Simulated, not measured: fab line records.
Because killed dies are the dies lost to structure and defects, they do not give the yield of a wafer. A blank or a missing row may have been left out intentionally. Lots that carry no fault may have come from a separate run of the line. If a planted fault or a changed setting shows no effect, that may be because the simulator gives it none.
fab line records -- flow n5Finfet
record: lots: 7, wafers: 21
route steps=1938 shown BEOL_M9@1446 BEOL_M11@1539 BEOL_M12@1653 BEOL_M13@1662 BEOL_M15@1797 MIM_BOT_LITHO@1858
startH: hours from the record's first day to the start of the lot's first wafer shown -- waitH: hours elapsed since this lot's preceding step -- " as in the row above -- L1.1+2: several wafers, shown together as one row -- - either no value or no given start -- * or withheld: withheld -- < > ~ a bound
route shown NAME@n: a module of which the file shows steps, and the number in the route of the first -- usual: mean and standard deviation over wafers with no fault -- same: alike in all rows -- chamber/n: place in a boat -- sites: readings site by site -- _std_site: the values' standard deviation -- _edge_site: mean of outer sites minus mean of inner sites -- radiusMm: for every site, how far away it sits from the centre of the wafer -- mask NAME#n: copy n -- behind: the last tool/chamber to shape the wafer -- hold: why the lot was held/for how many hours/how that ended -- device: whichever transistor did not switch (one of n, p or np) -- end of line: the tests these same wafers got at the end of their route -- a step without rows: its recipe alone -- killed: dies lost to structure and defects at the first sort, not the wafer's yield -- map: shows each die of a wafer: x if killed, . if not, _ if none is there
set.NAME: the setting as run; set.NAME@STEP: as run at that earlier step -- model.NAME: the simulator's own value behind a step, which no gauge read
lots whose settings were changed on purpose; a table a step, a row a wafer
== steps ==
step: N5_BEOL_M9_TRENCH_ETCH_37
recipe: chemistry: C4F6/O2, targetDepthA: 1514.3, target: SiCOH_lowk, timeS: 49, ionEnergyEv: 250, pressureMtorr: 30, sourceW: 345, biasW: 185, Ar_flow_sccm: 300, C4F6_flow_sccm: 10, O2_flow_sccm: 10
usual: rfVppV: 664/6.7
lot.wafer,tool,chamber,startH,waitH,set.biasW,set.targetThkA@BEOL_M9_HM_DEP_02,rfVppV,model.TiN_of_BEOL_M9_HM_DEP_02.thkNm
L080.1,rieDiel-03,2,-,-,185,200,659,15.8
L080.3,rieDiel-03,0,-,-,185,200,664,15.6
L080.5,rieDiel-03,2,-,-,185,200,661,15.6
L083.4,rieDiel-04,0,-,-,185,200,665,16.2
L083.5,rieDiel-04,0,-,-,185,200,667,16.4
L083.6,rieDiel-04,3,-,-,185,200,661,16.4
L086.4,rieDiel-04,3,-,-,185,200,662,16
L086.5,rieDiel-04,3,-,-,185,200,663,16
L086.6,rieDiel-04,2,-,-,185,200,660,16
L090.2,rieDiel-02,1,-,-,185,200,654,15.8
L090.3,rieDiel-02,3,-,-,185,200,672,15.8
L090.4,rieDiel-02,2,-,-,185,200,659,15.8
L093.1,rieDiel-04,1,-,-,185,200,675,15.8
L093.2,rieDiel-04,2,-,-,202,200,707,15.6
L093.5,rieDiel-04,0,-,-,185,215.6,663,17.4
L096.1,rieDiel-03,2,-,-,185,200,660,15.6
L096.2,rieDiel-03,0,-,-,185,200,666,16
L096.3,rieDiel-03,1,-,-,185,200,666,15.6
L097.3,rieDiel-04,3,-,-,211.6,221.4,735,17.4
L097.4,rieDiel-04,1,-,-,185,200,675,15.4
L097.5,rieDiel-04,2,-,-,185,221.4,659,17.8
step: N5_BEOL_M9_ETCH_41
recipe: chemistry: CH3F/O2, target: SiCN, targetDepthA: 366, taperDeg: 2, timeS: 70.1, ionEnergyEv: 120, maskMaterial: TiN, pressureMtorr: 30, sourceW: 395, biasW: 75, Ar_flow_sccm: 150, CH3F_flow_sccm: 30, O2_flow_sccm: 20
step: N5_BEOL_M9_STRIP_80
recipe: chemistry: N2/H2, timeS: 10, powerW: 450, tempC: 40, pressureMtorr: 20, rfFrequencyHz: 6e+07, biasPowerW: 7, n2FlowSccm: 200, h2FlowSccm: 200
step: N5_BEOL_M9_PRECLEAN_42
recipe: chemistry: residueRemover, timeS: 60, tempC: 40
step: N5_BEOL_M9_SRD_43
recipe: timeS: 30, tempC: 23, rinseLiquid: diw, dry: ipaMarangoni
step: N5_BEOL_M9_CD_MEAS_35
recipe: targetCdNm: 70, targetCdYNm: 40, polarity: opening
usual: cdNm: 69.8/0.51
lot.wafer,tool,chamber,startH,waitH,set.doseMj@BEOL_M9_EXPOSE_08,cdNm
L080.1,cdSem-01,-,247.09,0.0,53.75,70.0
L080.3,cdSem-01,-,247.09,0.0,56.81,72.8
L080.5,cdSem-01,-,247.09,0.0,56.81,73.4
L083.4,cdSem-03,-,256.53,0.0,53.75,69.9
L083.5,cdSem-03,-,256.53,0.0,53.75,70.0
L083.6,cdSem-03,-,256.53,0.0,53.75,70.2
L086.4,cdSem-01,-,283.53,0.0,53.75,69.9
L086.5,cdSem-01,-,283.53,0.0,53.75,69.6
L086.6,cdSem-01,-,283.53,0.0,53.75,70.1
L090.2,cdSem-02,-,305.71,0.0,53.75,69.4
L090.3,cdSem-02,-,305.71,0.0,50.22,66.2
L090.4,cdSem-02,-,305.71,0.0,50.22,65.7
L093.1,cdSem-01,-,314.14,0.0,53.75,69.3
L093.2,cdSem-01,-,314.14,0.0,55.99,71.8
L093.5,cdSem-01,-,314.14,0.0,53.75,69.6
L096.1,cdSem-03,-,352.01,0.0,54.82,69.7
L096.2,cdSem-03,-,352.01,0.0,53.75,69.0
L096.3,cdSem-03,-,352.01,0.0,54.82,69.9
L097.3,cdSem-03,-,361.85,0.0,53.75,69.5
L097.4,cdSem-03,-,361.85,0.0,50.08,66.1
L097.5,cdSem-03,-,361.85,0.0,53.75,69.5
step: N5_BEOL_M11_PECVD_70
recipe: material: SiO2, targetThkA: 200, tempC: 400, precursor: TEOS/O2, pressureTorr: 5.5, rfW: 450, teosFlowSccm: 53.8, gas: O2, flowSccm: 3000, timeS: 22.7
lot.wafer,tool,chamber,startH,waitH,set.timeS,model.SiO2_of_BEOL_M11_PECVD_70.thkNm
L080.1,pecvd-01,1,259.81,0.0,22.7,20
L080.3,pecvd-01,0,259.81,0.0,21.74,19.2
L080.5,pecvd-01,1,259.81,0.0,22.7,20.4
L083.4,pecvd-03,1,268.79,0.1,22.7,20.4
L083.5,pecvd-03,1,268.79,0.1,22.7,20
L083.6,pecvd-03,0,268.79,0.1,22.7,20.2
L086.4,pecvd-01,0,297.06,0.1,22.7,20.2
L086.5,pecvd-01,2,297.06,0.1,22.7,20.8
L086.6,pecvd-01,1,297.06,0.1,22.7,20.4
L090.2,pecvd-02,2,314.01,0.0,22.7,19.4
L090.3,pecvd-02,1,314.01,0.0,26.09,22
L090.4,pecvd-02,1,314.01,0.0,26.09,22.8
L093.1,pecvd-02,1,326.45,0.0,22.7,20
L093.2,pecvd-02,0,326.45,0.0,22.7,19.8
L093.5,pecvd-02,2,326.45,0.0,24.16,21.4
L096.1+2,pecvd-02,"1,2",362.03,0.0,22.7,19.6
L096.3,pecvd-02,0,362.03,0.0,25.98,22.4
L097.3,pecvd-01,2,373.85,0.0,22.7,20
L097.4,pecvd-01,1,373.85,0.0,20.67,18.4
L097.5,pecvd-01,2,373.85,0.0,20.67,18.6
step: N5_BEOL_M11_COAT_05
recipe: resist: CAR-ArF, spinRpm: 1500, resistThkNm: 90
lot.wafer,tool,chamber,startH,waitH,set.spinRpm,model.CAR-ArF_of_BEOL_M11_COAT_05.thkNm
L080.1,lithoTrack-03,0,-,-,1500,89.4
L080.3,lithoTrack-03,0,-,-,1437,91.6
L080.5,lithoTrack-03,0,-,-,1437,91.4
L083.4+6,lithoTrack-05,0,-,-,1500,89.8
L083.5,lithoTrack-05,0,-,-,1500,90
L086.4+6,lithoTrack-01,0,-,-,1664,85.6
L086.5,lithoTrack-01,0,-,-,1500,90.2
L090.2+3,lithoTrack-01,0,-,-,1500,90.4
L090.4,lithoTrack-01,0,-,-,1500,90
L093.1+2+5,lithoTrack-05,0,-,-,1603,87
L096.1,lithoTrack-05,0,-,-,1667,85.2
L096.2,lithoTrack-05,0,-,-,1667,85.4
L096.3,lithoTrack-05,0,-,-,1500,89.8
L097.3+5,lithoTrack-03,0,-,-,1500,89.6
L097.4,lithoTrack-03,0,-,-,1500,89.4
step: N5_BEOL_M11_DESCUM_16
recipe: chemistry: O2, timeS: 7.9, sourcePowerW: 50, biasPowerW: 20, pressureMtorr: 20, rfFrequencyHz: 2.712e+07, tempC: 40, resist: CAR-ArF, o2FlowSccm: 225
lot.wafer,tool,chamber,startH,waitH,set.timeS,set.spinRpm@BEOL_M11_COAT_05,model.CAR-ArF_of_BEOL_M11_COAT_05.thkNm
L080.1,rieDiel-02,1,260.60,0.0,7.9,1500,83
L080.3,rieDiel-02,2,260.60,0.0,7.9,1437,85
L080.5,rieDiel-02,2,260.60,0.0,7.9,1437,84.8
L083.4+6,rieDiel-04,"3,0",270.66,0.2,7.9,1500,83.2
L083.5,rieDiel-04,3,270.66,0.2,7.9,1500,83.6
L086.4,rieDiel-02,2,298.53,0.0,6.474,1664,79.8
L086.5,rieDiel-02,1,298.53,0.0,7.9,1500,83.8
L086.6,rieDiel-02,0,298.53,0.0,7.9,1664,79.2
L090.2,rieDiel-03,0,315.20,0.1,7.9,1500,83.8
L090.3,rieDiel-03,2,315.20,0.1,7.067,1500,84.4
L090.4,rieDiel-03,3,315.20,0.1,7.9,1500,83.6
L093.1,rieDiel-03,3,327.67,0.0,9.438,1603,79.4
L093.2,rieDiel-03,2,327.67,0.0,7.9,1603,80.6
L093.5,rieDiel-03,0,327.67,0.0,9.438,1603,79.6
L096.1,rieDiel-04,0,362.94,0.0,9.039,1667,78
L096.2,rieDiel-04,2,362.94,0.0,7.9,1667,78.8
L096.3,rieDiel-04,1,362.94,0.0,9.039,1500,82.6
L097.3+4,rieDiel-02,"1,0",375.85,0.3,7.9,1500,83
L097.5,rieDiel-02,3,375.85,0.3,7.9,1500,83.2
step: N5_BEOL_M11_COAT_63
recipe: resist: SOC, tempC: 250, timeS: 60, spinRpm: 1500, resistThkNm: 100
lot.wafer,tool,chamber,startH,waitH,set.spinRpm,model.SOC_of_BEOL_M11_COAT_63.thkNm
L080.1,lithoTrack-01,0,261.19,0.0,1597,97.4
L080.3,lithoTrack-01,0,261.19,0.0,1597,97
L080.5,lithoTrack-01,0,261.19,0.0,1500,100.2
L083.4,lithoTrack-01,0,271.19,0.0,1500,99.8
L083.5,lithoTrack-01,0,271.19,0.0,1500,99.6
L083.6,lithoTrack-01,0,271.19,0.0,1500,100
L086.4,lithoTrack-03,0,299.10,0.1,1500,99.8
L086.5,lithoTrack-03,0,299.10,0.1,1630,95.6
L086.6,lithoTrack-03,0,299.10,0.1,1630,95.8
L090.2,lithoTrack-05,0,316.24,0.6,1500,100
L090.3,lithoTrack-05,0,316.24,0.6,1500,99.8
L090.4,lithoTrack-05,0,316.24,0.6,1378,104
L093.1+5,lithoTrack-05,0,330.03,1.9,1500,100.2
L093.2,lithoTrack-05,0,330.03,1.9,1500,100.4
L096.1+2+3,lithoTrack-01,0,365.31,1.9,1500,100.2
L097.3,lithoTrack-03,0,376.34,0.0,1500,100.2
L097.4+5,lithoTrack-03,0,376.34,0.0,1500,100
step: N5_BEOL_M11_COAT_64
recipe: resist: SiARC, tempC: 220, timeS: 60, spinRpm: 1500, resistThkNm: 30
step: N5_BEOL_M11_COAT_22
recipe: resist: CAR-ArF, spinRpm: 1500, resistThkNm: 90
step: N5_BEOL_M11_DESCUM_33
recipe: chemistry: O2, timeS: 7.9, sourcePowerW: 50, biasPowerW: 20, pressureMtorr: 20, rfFrequencyHz: 2.712e+07, tempC: 40, resist: CAR-ArF, o2FlowSccm: 225
step: N5_BEOL_M11_ETCH_65
recipe: chemistry: CF4, target: SiARC, targetDepthA: 390, maskMaterial: CAR-ArF, timeS: 65, ionEnergyEv: 80, pressureMtorr: 40, sourceW: 545, biasW: 36, Ar_flow_sccm: 100, cf4FlowSccm: 100, ends: cleared
step: N5_BEOL_M11_ETCH_66
recipe: chemistry: N2/H2, target: SOC, targetDepthA: 1200, overetchA: 240, maskMaterial: SiARC, tempC: 40, timeS: 180, ionEnergyEv: 200, pressureMtorr: 30, sourceW: 840, biasW: 150, n2FlowSccm: 200, h2FlowSccm: 200
lot.wafer,tool,chamber,startH,waitH,set.spinRpm@BEOL_M11_COAT_63,model.etch.depthNm
L080.1,rieDiel-02,1,261.99,0.0,1597,97.33
L080.3,rieDiel-02,0,261.99,0.0,1597,97.05
L080.5,rieDiel-02,3,261.99,0.0,1500,100.2
L083.4,rieDiel-03,0,271.77,0.0,1500,99.82
L083.5,rieDiel-03,2,271.77,0.0,1500,99.52
L083.6,rieDiel-03,3,271.77,0.0,1500,99.95
L086.4,rieDiel-02,3,299.72,0.0,1500,99.77
L086.5,rieDiel-02,0,299.72,0.0,1630,95.63
L086.6,rieDiel-02,1,299.72,0.0,1630,95.79
L090.2,rieDiel-03,1,316.79,0.0,1500,100
L090.3,rieDiel-03,3,316.79,0.0,1500,99.77
L090.4,rieDiel-03,2,316.79,0.0,1378,104
L093.1,rieDiel-03,1,330.45,0.0,1500,100.2
L093.2+5,rieDiel-03,"3,0",330.45,0.0,1500,100.3
L096.1+3,rieDiel-04,"1,2",365.85,0.0,1500,100.1
L096.2,rieDiel-04,3,365.85,0.0,1500,100.2
L097.3,rieDiel-03,2,376.89,0.0,1500,100.2
L097.4,rieDiel-03,1,376.89,0.0,1500,100.1
L097.5,rieDiel-03,2,376.89,0.0,1500,99.91
step: N5_BEOL_M12_CMP_49
recipe: stopOn: SiOC, tOverpolishS: 20.6, downForcePsi: 1, platenRpm: 50, clearingPlatenDownForcePsi: 1.5, clearingPlatenRpm: 50, postCmpClean: cuAlkaline, targetThkNm: 320, clearingPlatenPadVelocityMS: 0.99484, padVelocityMS: 0.99484
usual: barrierFieldEndpointS: 30.3/0.72
lot.wafer,tool,chamber,startH,waitH,set.downForcePsi,barrierFieldEndpointS
L080.3,cmp-02,1,273.20,0.2,1,30.2
L080.1,cmp-02,2,273.20,0.2,1,31.0
L080.5,cmp-02,1,273.20,0.2,0.8506,36.6
L083.4,cmp-04,1,279.92,0.2,1,30.3
L083.6,cmp-04,3,279.92,0.2,1,30.2
L083.5,cmp-04,0,279.92,0.2,1,29.1
L086.4,cmp-04,1,308.24,0.2,1,29.2
L086.5,cmp-04,3,308.24,0.2,1,29.3
L086.6,cmp-04,0,308.24,0.2,1.133,26.8
L090.3,cmp-03,1,326.03,0.2,1,30.5
L090.4,cmp-03,3,326.03,0.2,0.8202,37.2
L090.2,cmp-03,0,326.03,0.2,0.8202,37.6
L093.1,cmp-03,0,338.92,0.3,0.8116,35.4
L093.2,cmp-03,2,338.92,0.3,1,30.6
L093.5,cmp-03,0,338.92,0.3,1,30.0
L096.1,cmp-04,0,373.31,0.3,1.17,25.9
L096.2,cmp-04,1,373.31,0.3,1.17,25.4
L096.3,cmp-04,2,373.31,0.3,1.17,25.7
L097.3,cmp-02,1,385.71,0.2,1,30.7
L097.4,cmp-02,3,385.71,0.2,1.085,28.1
L097.5,cmp-02,1,385.71,0.2,1,31.0
step: N5_BEOL_M13_COAT_04
recipe: spinRpm: 1625, resistThkNm: 400
lot.wafer,tool,chamber,startH,waitH,set.spinRpm,model.coat_of_BEOL_M13_COAT_04.thkNm
L080.1,lithoTrack-02,0,-,-,1466,420.6
L080.3,lithoTrack-02,0,-,-,1625,399.2
L080.5,lithoTrack-02,0,-,-,1466,421.6
L083.4,lithoTrack-05,0,-,-,1625,399.6
L083.5,lithoTrack-05,0,-,-,1625,400
L083.6,lithoTrack-05,0,-,-,1625,401.2
L086.4,lithoTrack-05,0,-,-,1625,401.2
L086.5,lithoTrack-05,0,-,-,1625,401.4
L086.6,lithoTrack-05,0,-,-,1536,413
L090.2+3,lithoTrack-03,0,-,-,1625,400
L090.4,lithoTrack-03,0,-,-,1625,401
L093.1+5,lithoTrack-03,0,-,-,1754,383.4
L093.2,lithoTrack-03,0,-,-,1625,397.4
L096.1,lithoTrack-05,0,-,-,1625,400.4
L096.2,lithoTrack-05,0,-,-,1547,410
L096.3,lithoTrack-05,0,-,-,1625,399.4
L097.3,lithoTrack-03,0,-,-,1625,398.4
L097.4,lithoTrack-03,0,-,-,1625,399.2
L097.5,lithoTrack-03,0,-,-,1625,399
step: N5_BEOL_M13_EBR_06
recipe: solvent: PGMEA, ebrWidthMm: 1.5
step: N5_BEOL_M13_SOFTBAKE_05
recipe: tempC: 130, timeS: 60
step: N5_BEOL_M13_DESCUM_15
recipe: chemistry: O2, timeS: 7.9, sourcePowerW: 50, biasPowerW: 20, pressureMtorr: 20, rfFrequencyHz: 2.712e+07, tempC: 40, o2FlowSccm: 225
step: N5_BEOL_M13_ETCH_59
recipe: chemistry: N2/H2, target: BARC, targetDepthA: 890, overetchA: 267, timeS: 67.9, ionEnergyEv: 200, pressureMtorr: 30, sourceW: 840, biasW: 150, n2FlowSccm: 200, h2FlowSccm: 200
lot.wafer,tool,chamber,startH,waitH,set.spinRpm@BEOL_M13_COAT_04,model.coat_of_BEOL_M13_COAT_04.thkNm
L080.1,rieDiel-03,0,276.37,0.0,1466,338.6
L080.3,rieDiel-03,3,276.37,0.0,1625,317.2
L080.5,rieDiel-03,1,276.37,0.0,1466,336
L083.4,rieDiel-04,0,281.56,0.0,1625,318.4
L083.5,rieDiel-04,3,281.56,0.0,1625,318.2
L083.6,rieDiel-04,0,281.56,0.0,1625,319.8
L086.4,rieDiel-02,1,309.41,0.0,1625,318
L086.5,rieDiel-02,0,309.41,0.0,1625,319.8
L086.6,rieDiel-02,1,309.41,0.0,1536,329.6
L090.2,rieDiel-03,0,327.09,0.0,1625,318.2
L090.3,rieDiel-03,1,327.09,0.0,1625,314.6
L090.4,rieDiel-03,2,327.09,0.0,1625,318.8
L093.1,rieDiel-03,1,340.11,0.0,1754,298.4
L093.2,rieDiel-03,3,340.11,0.0,1625,315.4
L093.5,rieDiel-03,3,340.11,0.0,1754,300.8
L096.1,rieDiel-02,3,374.50,0.0,1625,318.2
L096.2,rieDiel-02,1,374.50,0.0,1547,327.4
L096.3,rieDiel-02,0,374.50,0.0,1625,319
L097.3,rieDiel-04,2,386.92,0.0,1625,316.4
L097.4,rieDiel-04,0,386.92,0.0,1625,317.6
L097.5,rieDiel-04,1,386.92,0.0,1625,318.4
step: N5_BEOL_M13_VIA_ETCH_16
recipe: chemistry: C4F8/O2/Ar, target: SiOC, pressureMtorr: 30, sourceW: 3000, biasW: 700, Ar_flow_sccm: 400, C4F8_flow_sccm: 15, O2_flow_sccm: 8, heInnerTorr: 15, heOuterTorr: 30, targetDepthA: 9217, timeS: withheld, ionEnergyEv: 250, ends: cleared
step: N5_BEOL_M13_STRIP_63
recipe: chemistry: N2/H2, powerW: 1000, tempC: 250, h2Frac: 0.65, overashFraction: 0.3, pressureMtorr: 1000, n2FlowSccm: 1750, h2FlowSccm: 3250
usual: stripTimeToEndpointS: 27.9/0.98
lot.wafer,tool,chamber,startH,waitH,set.spinRpm@BEOL_M13_COAT_04,stripTimeToEndpointS
L080.1,plasmaAsher-01,1,276.66,-,1466,34.9
L080.3,plasmaAsher-01,1,276.66,-,1625,27.4
L080.5,plasmaAsher-01,1,276.66,-,1466,32.9
L083.4,plasmaAsher-02,1,281.88,-,1625,27.2
L083.5,plasmaAsher-02,1,281.88,-,1625,26.7
L083.6,plasmaAsher-02,0,281.88,-,1625,28.6
L086.4,plasmaAsher-02,1,309.72,-,1625,28.7
L086.5,plasmaAsher-02,0,309.72,-,1625,29.0
L086.6,plasmaAsher-02,1,309.72,-,1536,31.7
L090.2,plasmaAsher-02,1,327.38,-,1625,29.3
L090.3,plasmaAsher-02,1,327.38,-,1625,28.3
L090.4,plasmaAsher-02,0,327.38,-,1625,28.1
L093.1,plasmaAsher-01,0,340.39,-,1754,22.2
L093.2,plasmaAsher-01,1,340.39,-,1625,27.0
L093.5,plasmaAsher-01,1,340.39,-,1754,22.1
L096.1,plasmaAsher-01,1,374.78,-,1625,29.0
L096.2,plasmaAsher-01,0,374.78,-,1547,31.6
L096.3,plasmaAsher-01,0,374.78,-,1625,28.4
L097.3,plasmaAsher-01,1,387.28,-,1625,27.3
L097.4,plasmaAsher-01,0,387.28,-,1625,26.8
L097.5,plasmaAsher-01,1,387.28,-,1625,27.1
step: N5_BEOL_M15_COAT_22
recipe: spinRpm: 1704, resistThkNm: 800
lot.wafer,tool,chamber,startH,waitH,set.spinRpm,model.coat_of_BEOL_M15_COAT_22.thkNm
L080.1,lithoTrack-02,0,-,-,1704,803.2
L080.3,lithoTrack-02,0,-,-,1874,763.2
L080.5,lithoTrack-02,0,-,-,1704,802.2
L083.4,lithoTrack-02,0,-,-,1704,799.4
L083.5,lithoTrack-02,0,-,-,1704,798.6
L083.6,lithoTrack-02,0,-,-,1704,799
L086.4,lithoTrack-02,0,-,-,1832,773.4
L086.5,lithoTrack-02,0,-,-,1832,774
L086.6,lithoTrack-02,0,-,-,1704,802.6
L090.2,lithoTrack-04,0,-,-,1515,846.8
L090.3,lithoTrack-04,0,-,-,1515,848.2
L090.4,lithoTrack-04,0,-,-,1704,797.6
L093.1,lithoTrack-02,0,-,-,1704,798
L093.2,lithoTrack-02,0,-,-,1704,797.8
L093.5,lithoTrack-02,0,-,-,1704,796.4
L096.1,lithoTrack-02,0,-,-,1704,801
L096.2,lithoTrack-02,0,-,-,1781,784.6
L096.3,lithoTrack-02,0,-,-,1781,784.4
L097.3,lithoTrack-03,0,-,-,1704,803.4
L097.4,lithoTrack-03,0,-,-,1825,775.4
L097.5,lithoTrack-03,0,-,-,1825,771
step: N5_BEOL_M15_DESCUM_33
recipe: chemistry: O2, timeS: 7.9, sourcePowerW: 50, biasPowerW: 20, pressureMtorr: 20, rfFrequencyHz: 2.712e+07, tempC: 40, o2FlowSccm: 225
lot.wafer,tool,chamber,startH,waitH,set.timeS
L080.1+3,rieDiel-02,"0,1",288.49,0.0,7.9
L080.5,rieDiel-02,1,288.49,0.0,9.332
L083.4+5+6,rieDiel-02,"1,2,3",293.84,0.0,7.9
L086.4,rieDiel-02,3,322.55,0.0,7.9
L086.5+6,rieDiel-02,"3,0",322.55,0.0,9.245
L090.2+3,rieDiel-03,"1,0",340.44,0.2,7.9
L090.4,rieDiel-03,2,340.44,0.2,8.737
L093.1+5,rieDiel-02,"1,0",352.86,0.0,7.9
L093.2,rieDiel-02,0,352.86,0.0,6.602
L096.1+2+3,rieDiel-04,"2,1,3",385.79,0.0,7.418
L097.3+4+5,rieDiel-03,"0,1,3",402.15,1.5,7.9
step: N5_BEOL_M15_ETCH_61
recipe: chemistry: N2/H2, target: BARC, targetDepthA: 890, overetchA: 267, timeS: 67.9, ionEnergyEv: 200, pressureMtorr: 30, sourceW: 840, biasW: 150, n2FlowSccm: 200, h2FlowSccm: 200
step: N5_BEOL_M15_TRENCH_ETCH_34
recipe: chemistry: C4F8/O2/Ar, target: SiO2, targetDepthA: 8729.3, heInnerTorr: 15, heOuterTorr: 30, timeS: 199, ionEnergyEv: 800, pressureMtorr: 20, sourceW: 1905, biasW: 2040, Ar_flow_sccm: 400, C4F8_flow_sccm: 16, O2_flow_sccm: 12
lot.wafer,tool,chamber,startH,waitH,set.spinRpm@BEOL_M15_COAT_22,model.coat_of_BEOL_M15_COAT_22.thkNm
L080.1,rieDiel-02,0,288.58,0.0,1704,549.2
L080.3,rieDiel-02,1,288.58,0.0,1874,506.4
L080.5,rieDiel-02,1,288.58,0.0,1704,544.4
L083.4,rieDiel-02,1,293.93,0.0,1704,542
L083.5,rieDiel-02,2,293.93,0.0,1704,535.8
L083.6,rieDiel-02,3,293.93,0.0,1704,541.8
L086.4,rieDiel-02,3,322.64,0.0,1832,513.4
L086.5,rieDiel-02,3,322.64,0.0,1832,513.8
L086.6,rieDiel-02,0,322.64,0.0,1704,545
L090.2,rieDiel-03,1,340.53,0.0,1515,585
L090.3,rieDiel-03,0,340.53,0.0,1515,594
L090.4,rieDiel-03,2,340.53,0.0,1704,544.4
L093.1,rieDiel-02,1,352.95,0.0,1704,538.8
L093.2,rieDiel-02,0,352.95,0.0,1704,544.6
L093.5,rieDiel-02,0,352.95,0.0,1704,540.4
L096.1,rieDiel-04,2,385.87,0.0,1704,544
L096.2,rieDiel-04,1,385.87,0.0,1781,531.6
L096.3,rieDiel-04,3,385.87,0.0,1781,522.8
L097.3,rieDiel-03,0,402.24,0.0,1704,546.4
L097.4,rieDiel-03,1,402.24,0.0,1825,513.2
L097.5,rieDiel-03,3,402.24,0.0,1825,515.8
step: N5_MIM_BOT_LITHO_EXPOSE_05
recipe: maskId: MIM_BOT, na: 0.55, sourceShape: conventional, sigmaOuter: 0.8, polarization: unpolarized, doseMj: 24.25
lot.wafer,tool,chamber,startH,waitH,mask,set.doseMj
L080.1+5,krfScanner-02,0,295.93,-,MIM_BOT#0,24.25
L080.3,krfScanner-02,0,295.93,-,MIM_BOT#0,22.45
L083.4+5+6,krfScanner-02,0,303.29,-,MIM_BOT#0,24.25
L086.4,krfScanner-01,0,337.48,-,MIM_BOT#0,24.25
L086.5+6,krfScanner-01,0,337.48,-,MIM_BOT#0,22.92
L090.2,krfScanner-01,0,353.59,-,MIM_BOT#0,23.58
L090.3+4,krfScanner-01,0,353.59,-,MIM_BOT#0,24.25
L093.1+5,krfScanner-01,0,361.01,-,MIM_BOT#0,24.25
L093.2,krfScanner-01,0,361.01,-,MIM_BOT#0,24.98
L096.1+2,krfScanner-02,0,394.14,-,MIM_BOT#0,24.25
L096.3,krfScanner-02,0,394.14,-,MIM_BOT#0,25.72
L097.3+4+5,krfScanner-01,0,410.69,-,MIM_BOT#0,24.25
== key ==
split: step: N5_BEOL_M9_TRENCH_ETCH_37, setting: biasW, stated: 185, by: wafer
response: step: N5_BEOL_M9_TRENCH_ETCH_37, reading: rfVppV, change: +4.55, per: 1%, r: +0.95
split: step: N5_BEOL_M11_PECVD_70, setting: timeS, stated: 22.7, by: wafer
response: step: N5_BEOL_M11_PECVD_70, reading: model.SiO2_of_BEOL_M11_PECVD_70.thkNm, change: +0.197, per: 1%, r: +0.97
split: step: N5_BEOL_M11_COAT_05, setting: spinRpm, stated: 1500, by: wafer
response: step: N5_BEOL_M11_COAT_05, reading: model.CAR-ArF_of_BEOL_M11_COAT_05.thkNm, change: -0.418, per: 1%, r: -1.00
response: step: N5_BEOL_M11_DESCUM_16, reading: model.CAR-ArF_of_BEOL_M11_COAT_05.thkNm, change: -0.39, per: 1%, r: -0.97
split: step: N5_BEOL_M11_DESCUM_16, setting: timeS, stated: 7.9, by: wafer
response none clear
split: step: N5_BEOL_M11_COAT_63, setting: spinRpm, stated: 1500, by: wafer
response: step: N5_BEOL_M11_COAT_63, reading: model.SOC_of_BEOL_M11_COAT_63.thkNm, change: -0.482, per: 1%, r: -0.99
response: step: N5_BEOL_M11_ETCH_66, reading: model.etch.depthNm, change: -0.481, per: 1%, r: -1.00
split: step: N5_BEOL_M12_CMP_49, setting: downForcePsi, stated: 1, by: wafer
response: step: N5_BEOL_M12_CMP_49, reading: barrierFieldEndpointS, change: -0.319, per: 1%, r: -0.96
split: step: N5_BEOL_M13_COAT_04, setting: spinRpm, stated: 1625, by: wafer
response: step: N5_BEOL_M13_COAT_04, reading: model.coat_of_BEOL_M13_COAT_04.thkNm, change: -2.07, per: 1%, r: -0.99
response: step: N5_BEOL_M13_ETCH_59, reading: model.coat_of_BEOL_M13_COAT_04.thkNm, change: -2, per: 1%, r: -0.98
response: step: N5_BEOL_M13_STRIP_63, reading: stripTimeToEndpointS, change: *, per: 1%, r: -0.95
split: step: N5_BEOL_M15_COAT_22, setting: spinRpm, stated: 1704, by: wafer
response: step: N5_BEOL_M15_COAT_22, reading: model.coat_of_BEOL_M15_COAT_22.thkNm, change: -4.16, per: 1%, r: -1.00
response: step: N5_BEOL_M15_TRENCH_ETCH_34, reading: model.coat_of_BEOL_M15_COAT_22.thkNm, change: -4.12, per: 1%, r: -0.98
split: step: N5_BEOL_M15_DESCUM_33, setting: timeS, stated: 7.9, by: wafer
response none clear
split: step: N5_MIM_BOT_LITHO_EXPOSE_05, setting: doseMj, stated: 24.25, by: wafer
response none in this file
split outsideThisFile step=N5_BEOL_M9_HM_DEP_02 setting=targetThkA
split outsideThisFile step=N5_BEOL_M9_EXPOSE_08 setting=doseMj
split outsideThisFile: this setting was split too, and the file shows its column; the key of that split is in another file
